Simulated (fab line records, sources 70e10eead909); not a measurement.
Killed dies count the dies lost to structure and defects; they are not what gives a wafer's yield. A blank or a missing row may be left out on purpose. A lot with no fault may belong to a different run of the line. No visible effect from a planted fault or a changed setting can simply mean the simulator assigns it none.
Which tool did it? / flow nand harc / Sampling: 6 lots, 18 wafers, 5 of 1159 route steps

WHAT EACH GAUGE READ, for each wafer
NHARC_END_SORT_01.
lot=L986; measured=day 23 10:20; on=prober-02; killed at array=29 37 37

EACH LOT AND THE TOOL THAT RAN IT (in order: tool; ch and the chambers of the sampled wafers; start)
lot=L971; NHARC_P_STI_DESCUM_14=rie diel-09 ch 0,2,3, day 2 15:26; NHARC_P_GATE_CVD_17=lpcvd poly-03 ch 0, day 4 16:47; NHARC_P_GATE_HM_DEP_102=acl dep-03 ch 0, day 4 21:29; NHARC_P_GATE_DEP_103=pecvd-01 ch 0,1,2, day 4 22:03
lot=L973; NHARC_P_STI_DESCUM_14=rie diel-09 ch 0,1, day 3 10:38; NHARC_P_GATE_CVD_17=lpcvd poly-01 ch 0, day 5 10:37; NHARC_P_GATE_HM_DEP_102=acl dep-01 ch 0, day 5 14:14; NHARC_P_GATE_DEP_103=pecvd-01 ch 0,1, day 5 14:49
lot=L982; NHARC_P_STI_DESCUM_14=rie diel-12 ch 0,2, day 5 07:42; NHARC_P_GATE_CVD_17=lpcvd poly-03 ch 0, day 7 15:39; NHARC_P_GATE_HM_DEP_102=acl dep-03 ch 0, day 7 19:06; NHARC_P_GATE_DEP_103=pecvd-01 ch 0,1,2, day 7 19:35
lot=L986; NHARC_P_STI_DESCUM_14=rie diel-12 ch 1,3, day 6 10:53; NHARC_P_GATE_CVD_17=lpcvd poly-01, day 8 05:50; NHARC_P_GATE_HM_DEP_102=acl dep-01 ch 0, day 8 13:09; NHARC_P_GATE_DEP_103=pecvd-04 ch 0,2, day 8 14:08
lot=L990; NHARC_P_STI_DESCUM_14=rie diel-09 ch 1,2, day 7 07:36; NHARC_P_GATE_CVD_17=lpcvd poly-01 ch 0, day 9 05:20; NHARC_P_GATE_HM_DEP_102=acl dep-01 ch 0, day 9 07:57; NHARC_P_GATE_DEP_103=pecvd-01 ch 0,2, day 9 08:43
lot=L991; NHARC_P_STI_DESCUM_14=rie diel-10 ch 1,3, day 7 18:53; NHARC_P_GATE_CVD_17=lpcvd poly-02 ch 0, day 9 23:01; NHARC_P_GATE_HM_DEP_102=acl dep-03 ch 0, day 10 02:41; NHARC_P_GATE_DEP_103=pecvd-01 ch 0,1, day 10 03:14
- NHARC_P_STI_DESCUM_14: chemistry O2, time 3 s.
- NHARC_P_GATE_CVD_17: deposits poly-Si, target thk 150 nm, time 900 s.
- NHARC_P_GATE_HM_DEP_102: deposits aC, target thk 120 nm.
- NHARC_P_GATE_DEP_103: deposits SiON, target thk 30 nm.

THE ANSWER, worked out from the rows above alone
Rule: usual is defined by the lots themselves. Put in order of their means at a reading, lots are off if they are a third of the lots or fewer, leave a main group of 4 or more, and stand apart from it by a gap of 3 or more times the standard deviation of the main group's means; of several such gaps the widest counts. If all means in a main group match to the digits the tables above print for the reading, that group is not used. Also off: a lot with no number at a reading for which 4 or more lots have one. All remaining lots with rows at the step are treated as sound.
None of the lots is off at any reading shown; this tells nothing.

WHAT THE SIMULATOR HAD INSERTED
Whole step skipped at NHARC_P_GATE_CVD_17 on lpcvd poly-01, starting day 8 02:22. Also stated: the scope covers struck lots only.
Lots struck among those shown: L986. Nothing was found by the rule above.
